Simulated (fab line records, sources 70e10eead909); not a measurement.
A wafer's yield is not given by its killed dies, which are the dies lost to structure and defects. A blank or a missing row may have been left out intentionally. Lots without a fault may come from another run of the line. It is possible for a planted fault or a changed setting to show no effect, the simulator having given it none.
Chamber matching	flow nandHarc	NHARC_A_STAIRCASE_DEP_322 on pecvd-04: 3 sister chambers
The step deposits SiO2, target thk 7200 nm. 5 wafers are shown with their chamber, then 8 later ones without.

WAFERS, EACH WITH ITS CHAMBER
wafer	chamber	heaterPowerW (W)
L080.4	1	578
L082.2	2	601
L086.4	2	482
L086.6	0	645
L087.2	0	802

WAFERS WITH NO CHAMBER GIVEN
wafer	heaterPowerW (W)
L087.3	604
L087.5	607
L090.2	581
L090.3	723
L090.4	589
L095.1	604
L095.3	545
L095.5	482

CHAMBER TAKEN BY EACH
wafer	from the rows above	in truth
L087.3	can't be placed: 1 or 2 or 0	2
L087.5	can't be placed: 1 or 2 or 0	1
L090.2	can't be placed: 1 or 2 or 0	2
L090.3	can't be placed: 0 or 1 or 2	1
L090.4	can't be placed: 1 or 2 or 0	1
L095.1	can't be placed: 1 or 2 or 0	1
L095.3	can't be placed: 2 or 1 or 0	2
L095.5	can't be placed: 2 or 1 or 0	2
Correct placement for 0 of the 8. Cannot be placed on the basis of these rows: 8; the candidates contain the true chamber in 8. 0 placed wrongly.
How it was worked out, from the rows above alone: a wafer's distance from a chamber is the root of the sum, over the readings, of the square of ((its reading less the chamber's mean) divided by the reading's scatter). The wafer belongs to the nearest chamber; if the next one is less than 2 further off, it can't be placed. Each chamber's mean is taken over the wafers shown for it. The scatter: the root of (the sum of the squares of (reading less its chamber's mean) over the shown wafers, divided by (wafers less chambers)).
